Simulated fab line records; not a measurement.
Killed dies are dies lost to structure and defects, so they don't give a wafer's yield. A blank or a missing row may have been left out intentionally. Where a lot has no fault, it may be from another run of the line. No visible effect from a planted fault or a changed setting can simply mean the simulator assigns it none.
Chamber matching ; flow n5_finfet ; N5_BEOL_M4_STRIP_36 on rie_diel-06: 4 sister chambers
The step strips in N2/H2. 22 wafers are shown with their chamber, then 11 later ones without.

## WAFERS PAIRED WITH THEIR CHAMBERS
wafer;chamber;drypump_motor_current_A (A);showerhead_plenum_p_Torr (Torr);throttle_valve_pct (%)
L076.2;3;5.1;2.49;23.6
L076.3;0;6.4;2.51;24.1
L076.5;0;6.5;2.51;24.2
L077.2;3;5.1;2.49;23.6
L077.5;0;6.4;2.51;24.2
L077.6;3;5.1;2.49;23.6
L081.1;0;6.5;2.51;24.2
L081.5;3;5.1;2.49;23.6
L081.6;0;6.4;2.51;24.2
L080.3;0;6.4;2.51;24.2
L080.4;1;5.6;2.31;23.6
L080.5;1;5.6;2.31;23.6
L083.2;3;5.1;2.48;23.6
L083.4;2;5.6;2.57;23.2
L083.5;3;5.1;2.48;23.6
L084.2;0;6.4;2.51;23.9
L084.5;0;6.4;2.51;23.9
L084.6;1;5.6;2.30;23.6
L085.2;2;5.6;2.56;23.2
L085.3;0;6.5;2.51;23.9
L085.4;1;5.6;2.30;23.7
L088.3;3;5.1;2.48;23.6

SIGNATURES (averages over the wafers above)
reading;chamber 0;chamber 1;chamber 2;chamber 3;scatter within a chamber
drypump_motor_current_A;6.433;5.600;5.600;5.100;0.0333
showerhead_plenum_p_Torr;2.5100;2.3050;2.5650;2.4857;0.00423
throttle_valve_pct;24.089;23.625;23.200;23.600;0.099
Rule: a wafer's distance from a chamber is the root of the sum, over the readings, of the square of ((its reading less the chamber's mean) divided by the reading's scatter). If the next closest chamber is less than 2 further off than the closest, the wafer can't be placed; otherwise it belongs to the closest. The scatter is the square root of a quotient: the sum, over the shown wafers, of each reading's squared deviation from its chamber's mean, divided by wafers minus chambers.

## WAFERS WITH NO CHAMBER GIVEN
wafer;drypump_motor_current_A (A);showerhead_plenum_p_Torr (Torr);throttle_valve_pct (%)
L088.5;5.6;2.56;23.2
L088.6;5.1;2.48;23.6
L092.4;5.6;2.56;23.2
L092.5;5.6;2.29;23.7
L092.6;5.6;2.56;23.2
L096.1;5.1;2.47;23.6
L096.2;5.6;2.55;23.2
L096.3;5.6;2.29;23.7
L096.4;6.4;2.50;23.9
L096.5;5.1;2.47;23.6
L096.6;5.6;2.55;23.2

## THE CHAMBER EACH PASSED THROUGH
wafer;from the rows above;in truth
L088.5;2;2
L088.6;3;3
L092.4;2;2
L092.5;1;1
L092.6;2;2
L096.1;3;3
L096.2;2;2
L096.3;1;1
L096.4;0;0
L096.5;3;3
L096.6;2;2
Placed correctly: 11 of 11. Can't be placed from these rows: 0. Wrongly placed: 0.
